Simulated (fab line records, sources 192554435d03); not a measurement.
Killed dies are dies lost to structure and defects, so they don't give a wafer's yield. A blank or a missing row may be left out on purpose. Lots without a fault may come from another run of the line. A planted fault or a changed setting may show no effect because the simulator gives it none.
A struck lot beside a sound one | flow n5_finfet | 13 steps out of a route of 1938
Sound: wafers L226.1, L226.5, L226.6. Struck: wafers L241.1, L241.4, L241.5. The cause comes at the end.
At each step with rows: each side's tool, then ch and its chambers, then its first start. Under that, the readings that differ: sound wafers | struck wafers | difference of the means | sigmas: that difference in standard deviations of wafers without a fault.
alike: readings whose means differ by less than 2 such deviations, and words and numbers that are the same on both sides. not compared: withheld readings, readings that some wafer has no value for, bounds like >300 that may hide the same value, and numbers for which the record gives no deviation and whose values overlap.
The two part at a step that has a row with sigmas, a row that says differs or no value, or rows on one side only. Numbers that don't overlap but have no deviation are shown without sigmas and don't part them. A reading that every wafer of one side lacks parts them only if that side has two wafers or more.

first, 9 steps without rows for these wafers: N5_BEOL_M2_EBR_24; N5_BEOL_M2_SOFTBAKE_23 (time 60 s); N5_BEOL_M2_EXPOSE_25 (exposes mask V1, defocus 5 nm); N5_BEOL_M2_PEB_26 (peb time 60 s); N5_BEOL_M2_DEVELOP_27 (develop time 30 s); N5_BEOL_M2_DESCUM_33 (chemistry O2, time 7 s); N5_BEOL_M2_ETCH_77 (etches underlayer in N2/H2, target depth 6.5 nm, time 5.2 s); N5_BEOL_M2_ETCH_69 (etches SiARC in CF4, target depth 15.6 nm, time 26 s); N5_BEOL_M2_ALD_98 (deposits SiO2, target thk 2.5 nm, pulse time 1 s, co reactant pulse time 1 s).
N5_BEOL_M2_ETCHBACK_99: etches SiO2 in CHF3, target depth 5 nm, time 10.4 s.
  sound on rie_diel-04 ch 0,2, day 8 13:02; struck on rie_diel-04 ch 0,1,3, day 12 16:58
  no value came back on the struck wafers for any of 8 readings (CHF3_flow_sccm (sccm), bias_w (W) and others); on the sound wafers CHF3_flow_sccm (sccm) reads 12.01 11.98 11.98
  reading                                      | sound          | struck         | difference | sigmas
  model.CAR-EUV_of_BEOL_M2_COAT_22.thk_nm (nm) | 10.4 10.4 10.2 | 11.2 11.2 11.2 | +0.9       |
  not compared: rf_hours_counter_h
then, 1 step without rows for these wafers: N5_BEOL_M2_ETCH_70 (etches SOC in N2/H2, target depth 80 nm, overetch 24 nm, time 130 s).
N5_BEOL_M4_RC_MEAS_101:
  the record has rows for the sound wafers here (prober-02 ch 0, day 10 00:21) and none for the struck ones
-- the record jumps here: 6 days lie between the struck wafers' starts before and after (it left off in module BEOL_M4 and takes up again in module PASSIVATION, whose first step shown is number 1936 of the route) --
N5_PASSIVATION_PROBE_49:
  sound on prober-02, day 14 19:59; struck on prober-02, day 18 14:15
  reading                  | sound          | struck         | difference | sigmas
  defect_limited_yield (%) | 88.4 89.9 89.5 | 0 0 0          | -89        | -64
  killed_at_M0_to_M3       | 32 22 42       | 1104 1104 1112 | +1075      | +98
  killed_at_contacts       | 23 20 21       | 10 10 7        | -12        | -2
  killed_dies              | 137 119 124    | 1180 1180 1180 | +1053      | +62
  killed_on_rim            | 18 22 16       | 152 152 152    | +133       | +34
  sort_bin_5_function (%)  | 6.9 4.7 5.4    | 96.3 95.9 96.6 | +90.6      | +95
  sort_n_pass              | 1043 1061 1056 | 0 0 0          | -1053      | -62
  sort_yield_pct (%)       | 88.4 89.9 89.5 | 0 0 0          | -89        | -60
  alike: killed_at_M4_up, killed_at_front_end, killed_at_other, killed_open, killed_short, sort_bin_4_leakage, sort_bin_6_memory

WHERE THEY PART
First at N5_BEOL_M2_ETCHBACK_99; last, within this record, at N5_PASSIVATION_PROBE_49.

WHY: what the simulator had put in
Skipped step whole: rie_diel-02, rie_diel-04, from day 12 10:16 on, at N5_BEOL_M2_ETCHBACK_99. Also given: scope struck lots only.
